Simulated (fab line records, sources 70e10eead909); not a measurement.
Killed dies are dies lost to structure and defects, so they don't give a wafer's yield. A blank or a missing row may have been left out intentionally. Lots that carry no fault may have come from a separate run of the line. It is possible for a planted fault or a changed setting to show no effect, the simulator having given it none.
Which tool was responsible? | flow nand-harc | 12 lots (36 wafers sampled), 1 step of a 1159-step route

WHAT EACH GAUGE READ, for each wafer
NHARC_A_M0_OVL_MEAS_10: pitch 160 nm.
lot  | measured     | on         | overlay-x-nm (nm)
L074 | day 17 22:07 | overlay-01 | -1.1 -0.7 -0.8
L078 | day 18 03:46 | overlay-02 | 0.5 -0.1 1.1
L080 | day 18 19:18 | overlay-02 | 2.0 1.6 1.4
L083 | day 19 05:37 | overlay-02 | 0.0 -0.2 -0.1
L085 | day 19 22:02 | overlay-02 | -0.9 -1.2 -1.1
L084 | day 20 06:40 | overlay-01 | 1.9 1.5 1.1
L086 | day 20 08:14 | overlay-01 | -0.7 -0.8 -0.4
L088 | day 21 03:20 | overlay-02 | 0.3 0.9 0.7
L091 | day 21 18:40 | overlay-01 | -1.1 -0.6 -0.9
L092 | day 21 23:41 | overlay-01 | 0.0 -0.1 -0.1
L094 | day 22 06:52 | overlay-01 | 0.6 0.3 0.0
L096 | day 23 01:50 | overlay-02 | -0.7 -0.7 -0.5

WHICH TOOL RAN EACH LOT (tool, then ch and the chambers of the sampled wafers, then the start)
The record holds no process step before these readings.

THE ANSWER, worked out from the rows above alone
Rule: usual is defined by the lots themselves. Put in order of their means at a reading, lots are off if they are a third of the lots or fewer, leave a main group of 4 or more, and stand apart from it by a gap of 3 or more times the standard deviation of the main group's means; of several such gaps the widest counts. Not used: any main group whose means are identical at the precision the tables above print for the reading. Also off: a lot with no number at a reading for which 4 or more lots have one. Where the step has rows for the other lots, those lots are counted as sound.
No lot is off on any of the readings shown, so nothing can be concluded from this.

WHAT THE SIMULATOR PUT IN
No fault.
